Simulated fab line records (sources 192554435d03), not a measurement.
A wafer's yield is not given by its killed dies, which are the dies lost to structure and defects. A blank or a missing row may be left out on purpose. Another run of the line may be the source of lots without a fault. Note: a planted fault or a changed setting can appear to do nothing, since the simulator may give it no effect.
fab line records -- flow n5-finfet
record: lots: 10, wafers: 30, last-day: 17
route steps=1938 shown BEOL_M4@1111 MIM_TOP@1834 MIM_TOP_LITHO@1848 MIM_TOP_ETCH@1853 PASSIVATION@1927
lots that met no fault: taken from a fault-free run of the same line
start-h: start of the lot's first displayed wafer, in hours after the record's first day -- wait-h: hours from the lot's prior step to this one -- " same as the row above -- L1.1+2: one row covering several wafers at once -- - no value, or no start was given -- * or withheld: withheld -- < > ~ a bound
route shown NAME@n: NAME is a module with steps in the file, n the number in the route of the first one -- usual: the fault-free wafers' mean and standard deviation -- same: alike in all rows -- chamber/n: place in a boat -- sites: readings site by site -- _std_site: the standard deviation of these -- _edge_site: inner sites' mean taken away from outer sites' mean -- radius-mm: how far each site lies from the wafer's centre -- mask NAME#n: copy n -- behind: the last tool/chamber to shape the wafer -- hold: the reason the lot was held/the length of the hold in hours/how it ended -- device: whichever transistor did not switch (one of n, p or np) -- end of line: tests of these same wafers at the route's end -- step lacking rows: just its recipe -- killed: count of dies lost to structure and defects at first sort (not the wafer's yield) -- map: a wafer's dies, marking killed ones x, the rest . and places with no die _
set.NAME: the setting the step ran with; set.NAME@STEP: the setting that earlier step ran with -- model.NAME: the simulator's own value behind a step, which no gauge read
steps of the route over a sample of lots; a table a step, a row a wafer
services: from which hour (start-h, from the record's first day; less than 0 if before it) a tool's chamber was out of use, for how many hours, and why
== steps ==
step: N5_BEOL_M4_RC_MEAS_101
usual: DIBL_N: 36.3/1, DIBL_P: 36.2/1.4, IOFF_N: 0.157/0.021, IOFF_P: 0.206/0.025, ION_N: 673/9, ION_P: 461/6.4, SS_N: 71.5/0.5, SS_P: 73.2/0.47, VT_N: 249.9/2.4, VT_P: -250.6/2.9
lot.wafer,tool,chamber,start-h,wait-h,DIBL_N[mV/V],DIBL_P[mV/V],IOFF_N[nA/um],IOFF_P[nA/um],ION_N[uA/um],ION_P[uA/um],SS_N[mV/dec],SS_P[mV/dec],VT_N[mV],VT_P[mV]
L811.3,prober-01,0,173.55,0.3,35.3,34.4,0.136,0.177,671,462,70.8,73.1,250.8,-251.1
L811.4,prober-01,0,173.55,0.3,37.3,37.2,0.170,0.217,682,467,71.2,74.0,248.2,-250.9
L811.5,prober-01,0,173.55,0.3,34.9,34.2,0.129,0.175,668,461,70.1,73.2,250.4,-252.8
L812.2,prober-02,0,178.17,0.2,36.3,36.9,0.150,0.209,659,457,71.7,72.9,252.3,-251.1
L812.4,prober-02,0,178.17,0.2,35.5,36.1,0.134,0.194,657,452,71.6,73.6,255.2,-251.2
L812.6,prober-02,0,178.17,0.2,37.9,38.2,0.171,0.225,669,461,72.7,74.3,250.0,-252.0
L818.1,prober-02,0,206.44,0.0,36.2,35.7,0.148,0.186,673,457,71.8,73.9,250.7,-252.1
L818.4,prober-02,0,206.44,0.0,36.6,35.6,0.154,0.178,675,456,71.9,72.4,248.6,-251.9
L818.6,prober-02,0,206.44,0.0,36.2,35.8,0.151,0.182,677,467,71.1,73.3,250.7,-252.5
L821.2,prober-01,0,234.04,0.2,36.5,35.9,0.161,0.207,675,461,71.6,72.9,248.3,-252.3
L821.4,prober-01,0,234.04,0.2,35.9,35.9,0.152,0.208,670,465,71.8,72.8,250.5,-248.5
L821.6,prober-01,0,234.04,0.2,35.5,35.2,0.155,0.199,674,469,71.9,72.5,249.1,-248.3
L822.1,prober-02,0,237.13,0.0,37.0,37.4,0.161,0.206,671,460,71.6,73.0,253.7,-251.2
L822.2,prober-02,0,237.13,0.0,37.3,37.7,0.164,0.208,668,455,72.2,73.4,250.5,-253.6
L822.4,prober-02,0,237.13,0.0,37.2,38.3,0.170,0.222,687,462,72.1,72.6,247.8,-251.6
L824.2,prober-01,0,251.95,0.2,36.6,36.7,0.187,0.259,685,470,71.7,73.0,247.2,-244.2
L824.3,prober-01,0,251.95,0.2,36.8,36.7,0.202,0.271,687,475,71.7,72.9,243.5,-244.8
L824.5,prober-01,0,251.95,0.2,36.1,34.8,0.169,0.233,682,471,71.1,72.7,247.3,-248.5
L827.4,prober-02,0,268.79,0.5,35.6,35.9,0.151,0.179,665,455,70.6,73.3,248.0,-254.9
L827.5,prober-02,0,268.79,0.5,36.8,37.1,0.173,0.206,666,455,71.6,72.8,250.0,-251.5
L827.6,prober-02,0,268.79,0.5,36.5,37.8,0.172,0.214,678,463,71.6,73.4,248.5,-252.5
L829.1,prober-02,0,281.11,0.0,37.5,35.7,0.148,0.179,665,448,71.8,73.4,251.7,-255.2
L829.4,prober-02,0,281.11,0.0,35.4,34.3,0.120,0.157,667,455,70.2,72.9,252.6,-255.0
L829.5,prober-02,0,281.11,0.0,35.9,34.6,0.132,0.162,660,455,72.1,72.3,252.5,-255.7
L830.2,prober-01,0,287.29,0.8,35.8,36.5,0.162,0.227,680,469,71.4,74.0,245.4,-247.4
L830.3,prober-01,0,287.29,0.8,34.6,35.0,0.136,0.198,670,467,71.5,72.7,251.9,-251.0
L830.4,prober-01,0,287.29,0.8,35.3,35.7,0.152,0.210,677,468,71.4,73.7,251.6,-245.4
L833.1,prober-02,0,306.57,0.0,36.6,39.0,0.183,0.210,688,469,71.7,73.4,246.7,-247.7
L833.4,prober-02,0,306.57,0.0,37.6,40.5,0.208,0.230,697,462,71.7,73.7,247.3,-248.8
L833.5,prober-02,0,306.57,0.0,36.7,38.5,0.187,0.207,686,462,72.0,73.4,246.2,-249.5
step: N5_MIM_TOP_ALD_00
recipe: material: Al2O3, target-thk-a: *, temp-c: withheld, ald-precursor-family: TMA, ald-co-reactant: O3, pulse-time-s: withheld, purge-time-s: 3, co-reactant-purge-time-s: withheld, co-reactant-pulse-time-s: 3, ald-cycles: withheld
usual: precursor-pulse-height-rel: 0.999/0.019
lot.wafer,tool,chamber,start-h,wait-h,precursor-pulse-height-rel
L811.3,ald-hk-03,0,268.14,0.1,0.995
L811.4,ald-hk-03,1,268.14,0.1,1.056
L811.5,ald-hk-03,2,268.14,0.1,1.018
L812.2,ald-hk-02,2,268.60,0.1,1.021
L812.4,ald-hk-02,1,268.60,0.1,0.988
L812.6,ald-hk-02,2,268.60,0.1,0.970
L818.1,ald-hk-02,1,302.57,0.1,0.993
L818.4,ald-hk-02,3,302.57,0.1,1.001
L818.6,ald-hk-02,3,302.57,0.1,0.962
L821.2,ald-hk-02,1,312.68,0.1,1.020
L821.4,ald-hk-02,2,312.68,0.1,0.973
L821.6,ald-hk-02,3,312.68,0.1,1.005
L822.1,ald-hk-03,2,324.08,0.1,0.993
L822.2,ald-hk-03,3,324.08,0.1,0.974
L822.4,ald-hk-03,0,324.08,0.1,1.020
L824.2,ald-hk-01,3,348.21,0.1,0.990
L824.3,ald-hk-01,1,348.21,0.1,1.033
L824.5,ald-hk-01,0,348.21,0.1,0.987
L827.4,ald-hk-03,1,350.25,0.1,0.989
L827.5,ald-hk-03,1,350.25,0.1,1.045
L827.6,ald-hk-03,2,350.25,0.1,0.968
L829.1,ald-hk-01,0,378.55,0.1,1.006
L829.4,ald-hk-01,3,378.55,0.1,0.978
L829.5,ald-hk-01,1,378.55,0.1,0.978
L830.2,ald-hk-02,2,378.87,0.1,0.988
L830.3,ald-hk-02,3,378.87,0.1,0.989
L830.4,ald-hk-02,0,378.87,0.1,1.014
L833.1,ald-hk-02,2,390.59,0.1,0.967
L833.4,ald-hk-02,0,390.59,0.1,0.975
L833.5,ald-hk-02,3,390.59,0.1,1.001
step: N5_MIM_TOP_LITHO_OVL_MEAS_11
recipe: points-per-wafer: 44
usual: MIM_TOP_OVL: 0/6.1
lot.wafer,tool,chamber,start-h,wait-h,MIM_TOP_OVL[nm]
L811.3,overlay-02,0,270.15,0.0,2
L811.4,overlay-02,0,270.15,0.0,3
L811.5,overlay-02,0,270.15,0.0,2
L812.2,overlay-01,0,270.18,0.0,-6
L812.4,overlay-01,0,270.18,0.0,-13
L812.6,overlay-01,0,270.18,0.0,-3
L818.1,overlay-01,0,303.80,0.0,5
L818.4,overlay-01,0,303.80,0.0,-4
L818.6,overlay-01,0,303.80,0.0,1
L821.2,overlay-02,0,313.59,0.0,3
L821.4,overlay-02,0,313.59,0.0,7
L821.6,overlay-02,0,313.59,0.0,0
L822.1,overlay-02,0,325.65,0.0,-3
L822.2,overlay-02,0,325.65,0.0,-6
L822.4,overlay-02,0,325.65,0.0,-5
L824.2,overlay-02,0,350.81,0.0,0
L824.3,overlay-02,0,350.81,0.0,-13
L824.5,overlay-02,0,350.81,0.0,-9
L827.4,overlay-01,0,351.54,0.0,4
L827.5,overlay-01,0,351.54,0.0,5
L827.6,overlay-01,0,351.54,0.0,4
L829.1,overlay-01,0,380.10,0.0,2
L829.4,overlay-01,0,380.10,0.0,1
L829.5,overlay-01,0,380.10,0.0,-2
L830.2,overlay-01,0,380.33,0.0,-2
L830.3,overlay-01,0,380.33,0.0,7
L830.4,overlay-01,0,380.33,0.0,-5
L833.1,overlay-01,0,394.39,0.0,-7
L833.4,overlay-01,0,394.39,0.0,-7
L833.5,overlay-01,0,394.39,0.0,0
step: N5_MIM_TOP_ETCH_PECVD_03
recipe: material: SiNx, target-thk-a: 200, temp-c: 400, precursor: SiH4/NH3/N2, pressure-torr: 1.5, rf-w: 300, time-s: 17.6
usual: heater-power-w: 813/110, showerhead-plenum-p-Torr: 5.09/0.055, throttle-valve-pct: 40.7/2.4
lot.wafer,tool,chamber,start-h,wait-h,heater-power-w,showerhead-plenum-p-Torr,throttle-valve-pct
L811.3,pecvd-02,2,270.49,-,746,5.04,36.4
L811.4,pecvd-02,2,270.49,-,750,5.04,36.4
L811.5,pecvd-02,0,270.49,-,692,5.07,42.7
L812.2,pecvd-02,0,270.61,-,694,5.07,42.5
L812.4,pecvd-02,0,270.61,-,685,5.09,42.4
L812.6,pecvd-02,2,270.61,-,776,5.03,36.1
L818.1,pecvd-02,1,304.15,-,808,5.04,42.7
L818.4,pecvd-02,1,304.15,-,795,5.04,42.7
L818.6,pecvd-02,0,304.15,-,631,5.08,42.6
L821.2,pecvd-02,2,313.94,-,783,5.04,36.3
L821.4,pecvd-02,0,313.94,-,610,5.07,43.2
L821.6,pecvd-02,1,313.94,-,805,5.04,42.9
L822.1,pecvd-02,0,325.99,-,671,5.08,43.1
L822.2,pecvd-02,1,325.99,-,774,5.05,42.9
L822.4,pecvd-02,2,325.99,-,728,5.04,36.4
L824.2,pecvd-04,1,351.27,-,1013,5.20,38.6
L824.3,pecvd-04,2,351.27,-,943,5.19,38.5
L824.5,pecvd-04,1,351.27,-,1023,5.18,38.6
L827.4,pecvd-01,2,352.13,-,780,5.03,39.0
L827.5,pecvd-01,1,352.13,-,839,5.12,42.7
L827.6,pecvd-01,0,352.13,-,929,5.13,42.4
L829.1,pecvd-01,1,380.57,-,910,5.13,42.3
L829.4,pecvd-01,0,380.57,-,939,5.13,42.3
L829.5,pecvd-01,2,380.57,-,780,5.04,38.9
L830.2,pecvd-02,2,380.68,-,706,5.02,36.6
L830.3,pecvd-02,0,380.68,-,630,5.07,43.6
L830.4,pecvd-02,1,380.68,-,799,5.04,42.4
L833.1,pecvd-01,0,394.93,-,907,5.14,42.5
L833.4,pecvd-01,2,394.93,-,779,5.04,39.0
L833.5,pecvd-01,1,394.93,-,916,5.14,42.3
step: N5_PASSIVATION_INSPECT_67
recipe: mode: adi, inspect-instrument: macro
usual: raw-defect-count: 2.0/1.5
lot.wafer,tool,chamber,start-h,wait-h,raw-defect-count
L811.3,defect-inspect-02,-,277.42,0.0,4
L811.4,defect-inspect-02,-,277.42,0.0,2
L811.5,defect-inspect-02,-,277.42,0.0,3
L812.2,defect-inspect-02,-,277.97,0.0,3
L812.4,defect-inspect-02,-,277.97,0.0,2
L812.6,defect-inspect-02,-,277.97,0.0,0
L818.1,defect-inspect-02,-,312.08,0.0,2
L818.4,defect-inspect-02,-,312.08,0.0,3
L818.6,defect-inspect-02,-,312.08,0.0,2
L821.2,defect-inspect-02,-,320.80,0.0,2
L821.6,defect-inspect-02,-,320.80,0.0,1
L822.2,defect-inspect-01,-,332.91,0.0,3
L824.2,defect-inspect-01,-,356.94,0.0,1
L824.3,defect-inspect-01,-,356.94,0.0,0
L824.5,defect-inspect-01,-,356.94,0.0,1
L827.4,defect-inspect-02,-,359.11,0.0,1
L827.5,defect-inspect-02,-,359.11,0.0,5
L827.6,defect-inspect-02,-,359.11,0.0,4
L829.1,defect-inspect-02,-,386.40,0.0,1
L829.4,defect-inspect-02,-,386.40,0.0,2
L829.5,defect-inspect-02,-,386.40,0.0,4
L830.2,defect-inspect-02,-,387.08,0.0,6
L830.3,defect-inspect-02,-,387.08,0.0,4
L830.4,defect-inspect-02,-,387.08,0.0,3
L833.1,defect-inspect-02,-,400.65,0.0,4
L833.4,defect-inspect-02,-,400.65,0.0,4
L833.5,defect-inspect-02,-,400.65,0.0,1
step: N5_PASSIVATION_PROBE_49
usual: defect-limited-yield: 91.1/1.3, killed_at_M0_to_M3: 36/10, killed_at_M4_up: 14/4.4, killed-at-contacts: 14/5.7, killed-at-front-end: 39/9.4, killed-at-other: 2.9/2.6, killed-dies: 105/15, killed-on-rim: 14/3.5, killed-open: 70/12, killed-short: 34/7.1, sort_bin_5_function: 5.3/0.77, sort_bin_6_memory: 3.3/0.66, sort-n-pass: 1075/15, sort-yield-pct: 91.1/1.3
same: gross-dies: 1180, killed-at-back-side: 0, sort_bin_4_leakage[%]: 0, sort_bin_8_speed[%]: 0
lot.wafer,tool,chamber,start-h,wait-h,defect-limited-yield[%],killed_at_M0_to_M3,killed_at_M4_up,killed-at-contacts,killed-at-front-end,killed-at-other,killed-dies,killed-on-rim,killed-open,killed-short,sort_bin_5_function[%],sort_bin_6_memory[%],sort-n-pass,sort-yield-pct[%]
L821.2,prober-02,-,323.93,0.1,94.4,20,9,15,21,1,66,4,47,16,3.4,2.1,1114,94.4
L821.4,prober-02,-,324.03,0.2,0,27,14,7,26,1106,1180,152,54,31,4.2,2.8,0,0
L821.6,prober-02,-,324.13,0.3,93.8,18,10,17,23,5,73,10,44,29,3.8,2.0,1107,93.8
L822.1,prober-01,-,336.23,0.0,0,35,14,24,27,1080,1180,152,84,16,5.6,2.7,0,0
L822.2,prober-01,-,336.28,0.1,90.2,35,21,16,43,1,116,13,73,42,6.2,3.2,1064,90.2
L822.4,prober-01,-,336.38,0.2,0,33,8,15,36,1088,1180,152,62,31,4.5,3.1,0,0
killed by level:class
L821.2 MOL_CONTACT_COAG:geometric-particle:open=12 BEOL_M3:geometric-particle:open=6 STI_FIN_REVEAL:geometric-particle:open=5 BEOL_M1:geometric-particle:open=5 DUMMY_GATE:geometric-particle:open=4 BEOL_M0_SAQP:geometric-particle:short=4 MOL_CONTACT_COAG:geometric-particle:short=3 BEOL_M1:geometric-particle:short=3
L821.4 MIM_TOP_ETCH:area-pecvd=1094 BEOL_M0_SAQP:geometric-particle:open=8 MOL_CONTACT_COAG:geometric-particle:open=7 FIN_SAQP:geometric-particle:open=4 DUMMY_GATE:geometric-particle:open=4 BEOL_M4:geometric-particle:short=4 BEOL_M0_SAQP:geometric-particle:short=4 BEOL_M1:geometric-particle:open=4
L821.6 MOL_CONTACT_COAG:geometric-particle:open=12 BEOL_M3:geometric-particle:open=7 MOL_CONTACT_COAG:geometric-particle:short=5 FIN_SAQP:geometric-particle:short=4 ILD0:geometric-particle:short=4 BEOL_M0_SAQP:geometric-particle:short=4 BEOL_M5:geometric-particle:open=4 STARTING-WAFER:geometric-particle:open=4
L822.1 MIM_TOP_ETCH:area-pecvd=1080 MOL_CONTACT_COAG:geometric-particle:open=19 BEOL_M2:geometric-particle:open=10 FIN_SAQP:geometric-particle:open=8 BEOL_M3:geometric-particle:open=8 BEOL_M1:geometric-particle:open=7 STI_FIN_REVEAL:geometric-particle:open=6 MOL_CONTACT_COAG:geometric-particle:short=5
L822.2 FIN_SAQP:geometric-particle:short=14 MOL_CONTACT_COAG:geometric-particle:open=12 BEOL_M2:geometric-particle:open=11 FIN_SAQP:geometric-particle:open=9 BEOL_M4:geometric-particle:open=8 BEOL_M3:geometric-particle:open=7 BEOL_M0_SAQP:geometric-particle:short=6 BEOL_M0_SAQP:geometric-particle:open=5
L822.4 MIM_TOP_ETCH:area-pecvd=1087 BEOL_M3:geometric-particle:open=11 FIN_SAQP:geometric-particle:open=8 MOL_CONTACT_COAG:geometric-particle:open=8 MOL_CONTACT_COAG:geometric-particle:short=7 BEOL_M0_SAQP:geometric-particle:open=6 GATE_CUT:geometric-particle:short=5 BEOL_M2:geometric-particle:open=5
== services ==
tool,chamber,start-h,hours,kind
pecvd-02,2,256.98,2.1,scheduled-down
pecvd-01,1,271.54,5.0,scheduled-down
pecvd-04,-,304.29,2.8,pm
pecvd-04,2,309.11,4.2,repair
ald-hk-02,-,322.59,2.1,repair
ald-hk-03,-,325.40,0.2,repair
ald-hk-02,-,331.16,1.3,repair
pecvd-02,2,363.18,5.5,scheduled-down
ald-hk-03,-,369.93,1.4,repair
ald-hk-03,-,394.65,8.7,pm
== key ==
first-sign: step: N5_PASSIVATION_PROBE_49, reading: killed-at-other, direction: up, sigmas: 99+, usual: 2.9, struck: 1091.3
effect: step: N5_PASSIVATION_PROBE_49, reading: defect-limited-yield, direction: down, sigmas: 72, usual: 91.1, struck: 0
more-kills-born-at: N5_MIM_TOP_ETCH_PECVD_03@pecvd-02: 3261
met-at N5_MIM_TOP_ETCH_PECVD_03
struck-lots L821,L822
struck-wafers L821.4,L822.1,L822.4
later-rows-left-out L821.4,L822.1,L822.4
not-acting-at N5_MIM_TOP_ALD_00,N5_MIM_TOP_LITHO_OVL_MEAS_11,N5_PASSIVATION_INSPECT_67
onset-between 304.15 313.94
fault: kind: process-parameter-drift, tool: pecvd-02, chamber: -, onset-h: 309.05, steps: N5_MIM_TOP_ETCH_PECVD_03, channel: time-s, offset: *, shape: step, end-h: 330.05, scope: struck-wafers-only, acts-in: *, stated: *
later-rows-left-out: the simulator's readings of these wafers behind a module that went badly wrong aren't trusted and aren't shown, but for the sort
